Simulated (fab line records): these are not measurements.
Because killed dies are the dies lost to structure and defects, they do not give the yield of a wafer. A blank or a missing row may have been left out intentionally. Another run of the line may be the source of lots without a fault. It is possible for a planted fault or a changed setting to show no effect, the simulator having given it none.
fab line records / flow nandHarc / part 2 of 2: steps 16 to 24 of 24
record lots=5 wafers=15 lastDay=23
route steps=1159 shown A_CHANNEL_HOLE_D1@463
lots that met no fault: taken from a fault-free run of the same line
startH: hours from the record's first day to the start of the lot's first wafer shown / waitH: hours elapsed since this lot's preceding step / " as in the row above / L1.1+2: a row that stands for several wafers / - no value, or no start was given / * or withheld: withheld / < > ~ a bound
route shown NAME@n: a module of which the file shows steps, and the number in the route of the first / usual: mean and standard deviation over wafers with no fault / same: alike in all rows / chamber/n: place in a boat / sites: per-site readings / _std_site: the standard deviation of these / _edge_site: outer sites' mean less inner sites' / radiusMm: how far each site lies from the wafer's centre / mask NAME#n: copy n / behind: tool/chamber where the wafer was last shaped / hold: what put the lot on hold/how long, in hours/how the hold closed / device: transistor that didn't switch, given as n, p or np / end of line: the tests these same wafers got at the end of their route / step lacking rows: just its recipe / killed: the dies lost at the first sort to structure and to defects; this is not the yield of the wafer / map: shows each die of a wafer: x if killed, . if not, _ if none is there
set.NAME: the setting the step ran with; set.NAME@STEP: the setting that earlier step ran with / model.NAME: the simulator's own value behind a step, which no gauge read
certain route steps with their lots: each step a table, each wafer a row
services: when a tool's chamber went out of use (startH, in hours from the record's first day, below 0 if earlier), for how many hours, and the reason
## steps
# step NHARC_A_CHANNEL_HOLE_D1_ETCH_26
# recipe biasV=300 sourceW=2000 pressureMtorr=30 timeS=224.1 arFlowSccm=375 c4f8FlowSccm=11.4 o2FlowSccm=113.6 tempC=-20 targetDepthA=3000 chemistry=C4F8/O2/Ar
# usual drypumpMotorCurrentA=6.2/0.57 showerheadPlenumPTorr=3.83/0.11 throttleValvePct=24.583/0.01
lot.wafer=L074.2 tool=harEtch-02 chamber=0 startH=176.13 waitH=0.6 drypumpMotorCurrentA=5.3 rfHoursCounterH=100 showerheadPlenumPTorr=3.93 throttleValvePct=24.592
lot.wafer=L074.4 tool=harEtch-02 chamber=1 startH=176.13 waitH=0.6 drypumpMotorCurrentA=6.7 rfHoursCounterH=- showerheadPlenumPTorr=3.93 throttleValvePct=24.593
lot.wafer=L074.6 tool=harEtch-02 chamber=1 startH=176.13 waitH=0.6 drypumpMotorCurrentA=6.7 rfHoursCounterH=- showerheadPlenumPTorr=3.93 throttleValvePct=24.564
lot.wafer=L075.4 tool=harEtch-02 chamber=0 startH=189.63 waitH=0.5 drypumpMotorCurrentA=5.4 rfHoursCounterH=- showerheadPlenumPTorr=3.93 throttleValvePct=24.571
lot.wafer=L075.6 tool=harEtch-02 chamber=0 startH=189.63 waitH=0.5 drypumpMotorCurrentA=5.4 rfHoursCounterH=- showerheadPlenumPTorr=3.93 throttleValvePct=24.602
lot.wafer=L075.5 tool=harEtch-02 chamber=1 startH=189.63 waitH=0.5 drypumpMotorCurrentA=6.7 rfHoursCounterH=- showerheadPlenumPTorr=3.93 throttleValvePct=24.584
lot.wafer=L079.4 tool=harEtch-01 chamber=1 startH=204.24 waitH=0.4 drypumpMotorCurrentA=6.1 rfHoursCounterH=- showerheadPlenumPTorr=3.87 throttleValvePct=24.568
lot.wafer=L079.6 tool=harEtch-01 chamber=0 startH=204.24 waitH=0.4 drypumpMotorCurrentA=6.7 rfHoursCounterH=- showerheadPlenumPTorr=3.65 throttleValvePct=24.592
lot.wafer=L079.5 tool=harEtch-01 chamber=1 startH=204.24 waitH=0.4 drypumpMotorCurrentA=6.1 rfHoursCounterH=- showerheadPlenumPTorr=3.87 throttleValvePct=24.586
lot.wafer=L087.2 tool=harEtch-02 chamber=0 startH=256.96 waitH=0.7 drypumpMotorCurrentA=5.4 rfHoursCounterH=134 showerheadPlenumPTorr=3.91 throttleValvePct=24.570
lot.wafer=L087.1 tool=harEtch-02 chamber=1 startH=256.96 waitH=0.7 drypumpMotorCurrentA=6.7 rfHoursCounterH=134 showerheadPlenumPTorr=3.91 throttleValvePct=24.575
lot.wafer=L087.6 tool=harEtch-02 chamber=0 startH=256.96 waitH=0.7 drypumpMotorCurrentA=5.4 rfHoursCounterH=- showerheadPlenumPTorr=3.91 throttleValvePct=24.578
lot.wafer=L088.1 tool=harEtch-02 chamber=1 startH=264.55 waitH=0.6 drypumpMotorCurrentA=6.7 rfHoursCounterH=140 showerheadPlenumPTorr=3.91 throttleValvePct=24.569
lot.wafer=L088.3 tool=harEtch-02 chamber=1 startH=264.55 waitH=0.6 drypumpMotorCurrentA=6.8 rfHoursCounterH=- showerheadPlenumPTorr=3.91 throttleValvePct=24.589
lot.wafer=L088.5 tool=harEtch-02 chamber=1 startH=264.55 waitH=0.6 drypumpMotorCurrentA=6.8 rfHoursCounterH=- showerheadPlenumPTorr=3.91 throttleValvePct=24.601
# step NHARC_A_CHANNEL_HOLE_D1_ETCH_33
# recipe biasV=400 sourceW=2000 pressureMtorr=25 timeS=90 arFlowSccm=375 c4f8FlowSccm=41.7 o2FlowSccm=83.3 tempC=-20 targetDepthA=4000 chemistry=C4F8/O2/Ar
# usual drypumpMotorCurrentA=6.2/0.57 showerheadPlenumPTorr=3.82/0.11 throttleValvePct=27.619/0.0089
lot.wafer=L074.2 tool=harEtch-02 chamber=0 startH=176.33 waitH=0.2 drypumpMotorCurrentA=5.4 rfHoursCounterH=101 showerheadPlenumPTorr=3.92 throttleValvePct=27.622
lot.wafer=L074.4 tool=harEtch-02 chamber=1 startH=176.33 waitH=0.2 drypumpMotorCurrentA=6.7 rfHoursCounterH=- showerheadPlenumPTorr=3.92 throttleValvePct=27.631
lot.wafer=L074.6 tool=harEtch-02 chamber=1 startH=176.33 waitH=0.2 drypumpMotorCurrentA=6.7 rfHoursCounterH=- showerheadPlenumPTorr=3.92 throttleValvePct=27.629
lot.wafer=L075.4 tool=harEtch-02 chamber=0 startH=189.83 waitH=0.2 drypumpMotorCurrentA=5.3 rfHoursCounterH=- showerheadPlenumPTorr=3.92 throttleValvePct=27.601
lot.wafer=L075.6 tool=harEtch-02 chamber=0 startH=189.83 waitH=0.2 drypumpMotorCurrentA=5.3 rfHoursCounterH=- showerheadPlenumPTorr=3.92 throttleValvePct=27.610
lot.wafer=L075.5 tool=harEtch-02 chamber=1 startH=189.83 waitH=0.2 drypumpMotorCurrentA=6.7 rfHoursCounterH=- showerheadPlenumPTorr=3.92 throttleValvePct=27.615
lot.wafer=L079.4 tool=harEtch-01 chamber=1 startH=204.44 waitH=0.2 drypumpMotorCurrentA=6.0 rfHoursCounterH=- showerheadPlenumPTorr=3.86 throttleValvePct=27.622
lot.wafer=L079.6 tool=harEtch-01 chamber=0 startH=204.44 waitH=0.2 drypumpMotorCurrentA=6.7 rfHoursCounterH=- showerheadPlenumPTorr=3.65 throttleValvePct=27.626
lot.wafer=L079.5 tool=harEtch-01 chamber=1 startH=204.44 waitH=0.2 drypumpMotorCurrentA=6.0 rfHoursCounterH=- showerheadPlenumPTorr=3.86 throttleValvePct=27.627
lot.wafer=L087.2 tool=harEtch-02 chamber=0 startH=257.17 waitH=0.2 drypumpMotorCurrentA=5.4 rfHoursCounterH=135 showerheadPlenumPTorr=3.90 throttleValvePct=27.618
lot.wafer=L087.1 tool=harEtch-02 chamber=1 startH=257.17 waitH=0.2 drypumpMotorCurrentA=6.7 rfHoursCounterH=135 showerheadPlenumPTorr=3.90 throttleValvePct=27.624
lot.wafer=L087.6 tool=harEtch-02 chamber=0 startH=257.17 waitH=0.2 drypumpMotorCurrentA=5.4 rfHoursCounterH=- showerheadPlenumPTorr=3.90 throttleValvePct=27.618
lot.wafer=L088.1 tool=harEtch-02 chamber=1 startH=264.75 waitH=0.2 drypumpMotorCurrentA=6.7 rfHoursCounterH=140 showerheadPlenumPTorr=3.90 throttleValvePct=27.611
lot.wafer=L088.3 tool=harEtch-02 chamber=1 startH=264.75 waitH=0.2 drypumpMotorCurrentA=6.7 rfHoursCounterH=- showerheadPlenumPTorr=3.90 throttleValvePct=27.612
lot.wafer=L088.5 tool=harEtch-02 chamber=1 startH=264.75 waitH=0.2 drypumpMotorCurrentA=6.7 rfHoursCounterH=- showerheadPlenumPTorr=3.90 throttleValvePct=27.615
# step NHARC_A_CHANNEL_HOLE_D1_STRIP_41
# recipe n2FlowSccm=150 h2FlowSccm=150 arFlowSccm=0 biasW=0 chemistry=N2/H2
lot.wafer=L074.4+2+6 tool=rieDiel-03 chamber=2,3,2 startH=176.83 waitH=0.4
lot.wafer=L075.4+5+6 tool=rieDiel-12 chamber=3,1,2 startH=190.31 waitH=0.5
lot.wafer=L079.4+6+5 tool=rieDiel-07 chamber=2,2,3 startH=204.87 waitH=0.4
lot.wafer=L087.2+1+6 tool=rieDiel-12 chamber=0,3,1 startH=257.69 waitH=0.5
lot.wafer=L088.3+1+5 tool=rieDiel-07 chamber=1,2,0 startH=265.25 waitH=0.4
# step NHARC_A_CHANNEL_HOLE_D1_STRIP_42
# recipe cf4FlowSccm=100 chf3FlowSccm=30 arFlowSccm=0 biasW=0 chemistry=CF4/CHF3
lot.wafer=L074.4+2+6 tool=rieDiel-03 chamber=2,0,1 startH=176.92 waitH=0.1
lot.wafer=L075.4+6+5 tool=rieDiel-12 chamber=0,2,3 startH=190.39 waitH=0.1
lot.wafer=L079.4+5+6 tool=rieDiel-07 chamber=1,3,0 startH=204.98 waitH=0.1
lot.wafer=L087.2+1+6 tool=rieDiel-12 chamber=2,3,2 startH=257.79 waitH=0.1
lot.wafer=L088.3+1+5 tool=rieDiel-07 chamber=2,3,2 startH=265.34 waitH=0.1
# step NHARC_A_CHANNEL_HOLE_D1_STRIP_43
# recipe o2FlowSccm=400 cosFlowSccm=20 arFlowSccm=0 biasW=0 chemistry=O2/COS
lot.wafer=L074.4+2+6 tool=rieDiel-03 chamber=1,3,1 startH=176.98 waitH=0.1
lot.wafer=L075.4+6+5 tool=rieDiel-12 chamber=2,1,2 startH=190.50 waitH=0.1
lot.wafer=L079.4+5+6 tool=rieDiel-07 chamber=1,3,0 startH=205.35 waitH=0.4
lot.wafer=L087.1+2+6 tool=rieDiel-12 chamber=1,2,0 startH=257.85 waitH=0.1
lot.wafer=L088.3+1+5 tool=rieDiel-07 chamber=0,2,3 startH=265.40 waitH=0.1
# step NHARC_A_CHANNEL_HOLE_D1_ETCH_44
# recipe targetDepthA=1400 overetchA=140 timeS=77 ionEnergyEv=100 cf4FlowSccm=80 o2FlowSccm=20 arFlowSccm=0 rfW=300 biasW=100 chemistry=CF4/O2
# usual drypumpMotorCurrentA=5.6/0.38 oesProductAu=0.999/0.0071 rfVppV=198.6/1.1 showerheadPlenumPTorr=1.37/0.043 throttleValvePct=13.397/0.0093
lot.wafer=L074.4 tool=rieDiel-03 chamber=0 startH=177.05 waitH=0.1 drypumpMotorCurrentA=5.3 oesProductAu=0.988 rfHoursCounterH=10 rfVppV=197.5 showerheadPlenumPTorr=1.30 throttleValvePct=13.397
lot.wafer=L074.2 tool=rieDiel-03 chamber=1 startH=177.05 waitH=0.1 drypumpMotorCurrentA=5.5 oesProductAu=0.998 rfHoursCounterH=11 rfVppV=197.0 showerheadPlenumPTorr=1.37 throttleValvePct=13.394
lot.wafer=L074.6 tool=rieDiel-03 chamber=3 startH=177.05 waitH=0.1 drypumpMotorCurrentA=5.0 oesProductAu=0.995 rfHoursCounterH=- rfVppV=199.6 showerheadPlenumPTorr=1.41 throttleValvePct=13.385
lot.wafer=L075.4 tool=rieDiel-12 chamber=2 startH=190.59 waitH=0.1 drypumpMotorCurrentA=5.8 oesProductAu=1.002 rfHoursCounterH=11 rfVppV=200.1 showerheadPlenumPTorr=1.41 throttleValvePct=13.394
lot.wafer=L075.5 tool=rieDiel-12 chamber=3 startH=190.59 waitH=0.1 drypumpMotorCurrentA=4.9 oesProductAu=0.993 rfHoursCounterH=- rfVppV=198.0 showerheadPlenumPTorr=1.38 throttleValvePct=13.405
lot.wafer=L075.6 tool=rieDiel-12 chamber=0 startH=190.59 waitH=0.1 drypumpMotorCurrentA=5.7 oesProductAu=0.999 rfHoursCounterH=- rfVppV=199.5 showerheadPlenumPTorr=1.44 throttleValvePct=13.397
lot.wafer=L079.4 tool=rieDiel-07 chamber=0 startH=205.41 waitH=0.1 drypumpMotorCurrentA=5.7 oesProductAu=1.004 rfHoursCounterH=9 rfVppV=198.9 showerheadPlenumPTorr=1.40 throttleValvePct=13.401
lot.wafer=L079.5 tool=rieDiel-07 chamber=0 startH=205.41 waitH=0.1 drypumpMotorCurrentA=5.7 oesProductAu=1.002 rfHoursCounterH=- rfVppV=200.9 showerheadPlenumPTorr=1.40 throttleValvePct=13.394
lot.wafer=L079.6 tool=rieDiel-07 chamber=1 startH=205.41 waitH=0.1 drypumpMotorCurrentA=6.0 oesProductAu=1.006 rfHoursCounterH=- rfVppV=195.9 showerheadPlenumPTorr=1.29 throttleValvePct=13.393
lot.wafer=L087.2 tool=rieDiel-12 chamber=3 startH=257.92 waitH=0.1 drypumpMotorCurrentA=4.9 oesProductAu=0.997 rfHoursCounterH=5 rfVppV=198.0 showerheadPlenumPTorr=1.38 throttleValvePct=13.390
lot.wafer=L087.1 tool=rieDiel-12 chamber=0 startH=257.92 waitH=0.1 drypumpMotorCurrentA=5.7 oesProductAu=0.996 rfHoursCounterH=5 rfVppV=199.6 showerheadPlenumPTorr=1.43 throttleValvePct=13.386
lot.wafer=L087.6 tool=rieDiel-12 chamber=3 startH=257.92 waitH=0.1 drypumpMotorCurrentA=4.9 oesProductAu=0.995 rfHoursCounterH=- rfVppV=197.4 showerheadPlenumPTorr=1.38 throttleValvePct=13.401
lot.wafer=L088.1 tool=rieDiel-07 chamber=0 startH=265.47 waitH=0.1 drypumpMotorCurrentA=5.8 oesProductAu=0.993 rfHoursCounterH=2 rfVppV=199.4 showerheadPlenumPTorr=1.40 throttleValvePct=13.391
lot.wafer=L088.3 tool=rieDiel-07 chamber=1 startH=265.47 waitH=0.1 drypumpMotorCurrentA=5.9 oesProductAu=0.984 rfHoursCounterH=2 rfVppV=197.7 showerheadPlenumPTorr=1.29 throttleValvePct=13.414
lot.wafer=L088.5 tool=rieDiel-07 chamber=2 startH=265.47 waitH=0.1 drypumpMotorCurrentA=5.5 oesProductAu=1.002 rfHoursCounterH=- rfVppV=196.7 showerheadPlenumPTorr=1.35 throttleValvePct=13.405
# step NHARC_A_CHANNEL_HOLE_D1_STRIP_27
# recipe o2FlowSccm=500 arFlowSccm=0 biasW=0 chemistry=O2
# usual drypumpMotorCurrentA=5.6/0.38 oesProductAu=0.999/0.0071 rfVppV=57.9/0.89 showerheadPlenumPTorr=3.63/0.1 throttleValvePct=17.036/0.0085
lot.wafer=L074.2 tool=rieDiel-03 chamber=2 startH=- waitH=- drypumpMotorCurrentA=5.5 oesProductAu=0.987 rfHoursCounterH=10 rfVppV=59.9 showerheadPlenumPTorr=3.68 throttleValvePct=17.037
lot.wafer=L074.4 tool=rieDiel-03 chamber=0 startH=- waitH=- drypumpMotorCurrentA=5.3 oesProductAu=0.984 rfHoursCounterH=10 rfVppV=57.1 showerheadPlenumPTorr=3.45 throttleValvePct=17.022
lot.wafer=L074.6 tool=rieDiel-03 chamber=3 startH=- waitH=- drypumpMotorCurrentA=5.0 oesProductAu=0.998 rfHoursCounterH=- rfVppV=56.3 showerheadPlenumPTorr=3.71 throttleValvePct=17.038
lot.wafer=L075.4 tool=rieDiel-12 chamber=0 startH=- waitH=- drypumpMotorCurrentA=5.6 oesProductAu=1.002 rfHoursCounterH=13 rfVppV=59.0 showerheadPlenumPTorr=3.78 throttleValvePct=17.026
lot.wafer=L075.5 tool=rieDiel-12 chamber=1 startH=- waitH=- drypumpMotorCurrentA=5.4 oesProductAu=1.003 rfHoursCounterH=- rfVppV=58.1 showerheadPlenumPTorr=3.62 throttleValvePct=17.039
lot.wafer=L075.6 tool=rieDiel-12 chamber=2 startH=- waitH=- drypumpMotorCurrentA=5.8 oesProductAu=0.999 rfHoursCounterH=- rfVppV=57.5 showerheadPlenumPTorr=3.71 throttleValvePct=17.040
lot.wafer=L079.4 tool=rieDiel-07 chamber=1 startH=- waitH=- drypumpMotorCurrentA=5.9 oesProductAu=0.988 rfHoursCounterH=9 rfVppV=58.7 showerheadPlenumPTorr=3.40 throttleValvePct=17.045
lot.wafer=L079.6 tool=rieDiel-07 chamber=3 startH=- waitH=- drypumpMotorCurrentA=6.2 oesProductAu=0.998 rfHoursCounterH=- rfVppV=57.9 showerheadPlenumPTorr=3.69 throttleValvePct=17.031
lot.wafer=L079.5 tool=rieDiel-07 chamber=0 startH=- waitH=- drypumpMotorCurrentA=5.8 oesProductAu=0.998 rfHoursCounterH=- rfVppV=59.5 showerheadPlenumPTorr=3.69 throttleValvePct=17.029
lot.wafer=L087.2 tool=rieDiel-12 chamber=3 startH=- waitH=- drypumpMotorCurrentA=4.8 oesProductAu=1.011 rfHoursCounterH=5 rfVppV=57.9 showerheadPlenumPTorr=3.63 throttleValvePct=17.033
lot.wafer=L087.1 tool=rieDiel-12 chamber=0 startH=- waitH=- drypumpMotorCurrentA=5.7 oesProductAu=1.008 rfHoursCounterH=5 rfVppV=59.4 showerheadPlenumPTorr=3.78 throttleValvePct=17.035
lot.wafer=L087.6 tool=rieDiel-12 chamber=2 startH=- waitH=- drypumpMotorCurrentA=5.8 oesProductAu=1.002 rfHoursCounterH=- rfVppV=56.5 showerheadPlenumPTorr=3.71 throttleValvePct=17.035
lot.wafer=L088.1 tool=rieDiel-07 chamber=1 startH=- waitH=- drypumpMotorCurrentA=6.0 oesProductAu=0.993 rfHoursCounterH=2 rfVppV=56.7 showerheadPlenumPTorr=3.40 throttleValvePct=17.033
lot.wafer=L088.3 tool=rieDiel-07 chamber=2 startH=- waitH=- drypumpMotorCurrentA=5.5 oesProductAu=1.001 rfHoursCounterH=1 rfVppV=56.5 showerheadPlenumPTorr=3.55 throttleValvePct=17.040
lot.wafer=L088.5 tool=rieDiel-07 chamber=3 startH=- waitH=- drypumpMotorCurrentA=6.2 oesProductAu=0.996 rfHoursCounterH=- rfVppV=59.2 showerheadPlenumPTorr=3.69 throttleValvePct=17.033
# step NHARC_A_CHANNEL_HOLE_D1_PRECLEAN_28
# recipe timeS=* tempC=50 bathAgeMin=0 chemistry=SC1
# usual diwFlowMLMin=1415/4
lot.wafer=L074.6 tool=wetBench-07 chamber=4 startH=177.70 waitH=- diwFlowMLMin=1419
lot.wafer=L074.2 tool=wetBench-07 chamber=5 startH=177.70 waitH=- diwFlowMLMin=1410
lot.wafer=L074.4 tool=wetBench-07 chamber=1 startH=177.70 waitH=- diwFlowMLMin=1416
lot.wafer=L075.4 tool=wetBench-06 chamber=2 startH=191.53 waitH=- diwFlowMLMin=1413
lot.wafer=L075.5 tool=wetBench-06 chamber=3 startH=191.53 waitH=- diwFlowMLMin=1418
lot.wafer=L075.6 tool=wetBench-06 chamber=5 startH=191.53 waitH=- diwFlowMLMin=1421
lot.wafer=L079.6 tool=wetBench-06 chamber=2 startH=206.07 waitH=- diwFlowMLMin=1422
lot.wafer=L079.5 tool=wetBench-06 chamber=3 startH=206.07 waitH=- diwFlowMLMin=1418
lot.wafer=L079.4 tool=wetBench-06 chamber=5 startH=206.07 waitH=- diwFlowMLMin=1420
lot.wafer=L087.1 tool=wetBench-04 chamber=6 startH=258.58 waitH=- diwFlowMLMin=1421
lot.wafer=L087.6 tool=wetBench-04 chamber=7 startH=258.58 waitH=- diwFlowMLMin=1410
lot.wafer=L087.2 tool=wetBench-04 chamber=0 startH=258.58 waitH=- diwFlowMLMin=1417
lot.wafer=L088.3 tool=wetBench-07 chamber=6 startH=266.13 waitH=- diwFlowMLMin=1416
lot.wafer=L088.1 tool=wetBench-07 chamber=1 startH=266.13 waitH=- diwFlowMLMin=1421
lot.wafer=L088.5 tool=wetBench-07 chamber=2 startH=266.13 waitH=- diwFlowMLMin=1411
# step NHARC_A_CHANNEL_HOLE_D1_SRD_29
lot.wafer=L074.6+2+4 tool=wetBench-07 chamber=4,5,1 startH=- waitH=-
lot.wafer=L075.4+5+6 tool=wetBench-06 chamber=2,3,5 startH=- waitH=-
lot.wafer=L079.6+5+4 tool=wetBench-06 chamber=2,3,5 startH=- waitH=-
lot.wafer=L087.1+6+2 tool=wetBench-04 chamber=6,7,0 startH=- waitH=-
lot.wafer=L088.3+1+5 tool=wetBench-07 chamber=6,1,2 startH=- waitH=-
## services
tool=rieDiel-12 chamber=0 startH=156.90 hours=- kind=clean
tool=rieDiel-12 chamber=1 startH=156.90 hours=- kind=clean
tool=rieDiel-12 chamber=2 startH=156.90 hours=- kind=clean
tool=rieDiel-12 chamber=3 startH=156.90 hours=- kind=clean
tool=rieDiel-03 chamber=2 startH=158.31 hours=7.9 kind=repair
tool=wetBench-07 chamber=- startH=161.49 hours=6.1 kind=repair
tool=wetBench-04 chamber=- startH=163.20 hours=8.0 kind=pm
tool=rieDiel-12 chamber=0 startH=181.40 hours=- kind=clean
tool=rieDiel-12 chamber=1 startH=181.40 hours=- kind=clean
tool=rieDiel-12 chamber=2 startH=181.40 hours=- kind=clean
tool=rieDiel-12 chamber=3 startH=181.40 hours=- kind=clean
tool=rieDiel-12 chamber=1 startH=185.21 hours=3.9 kind=repair
tool=rieDiel-12 chamber=- startH=202.41 hours=9.0 kind=pm
tool=rieDiel-12 chamber=0 startH=202.41 hours=9.0 kind=ventCycle
tool=rieDiel-12 chamber=1 startH=202.41 hours=9.0 kind=ventCycle
tool=rieDiel-12 chamber=2 startH=202.41 hours=9.0 kind=ventCycle
tool=rieDiel-12 chamber=3 startH=202.41 hours=9.0 kind=ventCycle
tool=rieDiel-07 chamber=1 startH=207.07 hours=8.9 kind=repair
tool=rieDiel-12 chamber=0 startH=211.41 hours=- kind=clean
tool=rieDiel-12 chamber=1 startH=211.41 hours=- kind=clean
tool=rieDiel-12 chamber=2 startH=211.41 hours=- kind=clean
tool=rieDiel-03 chamber=- startH=215.30 hours=9.0 kind=pm
tool=rieDiel-07 chamber=- startH=228.26 hours=9.0 kind=pm
tool=rieDiel-12 chamber=2 startH=236.60 hours=9.6 kind=repair
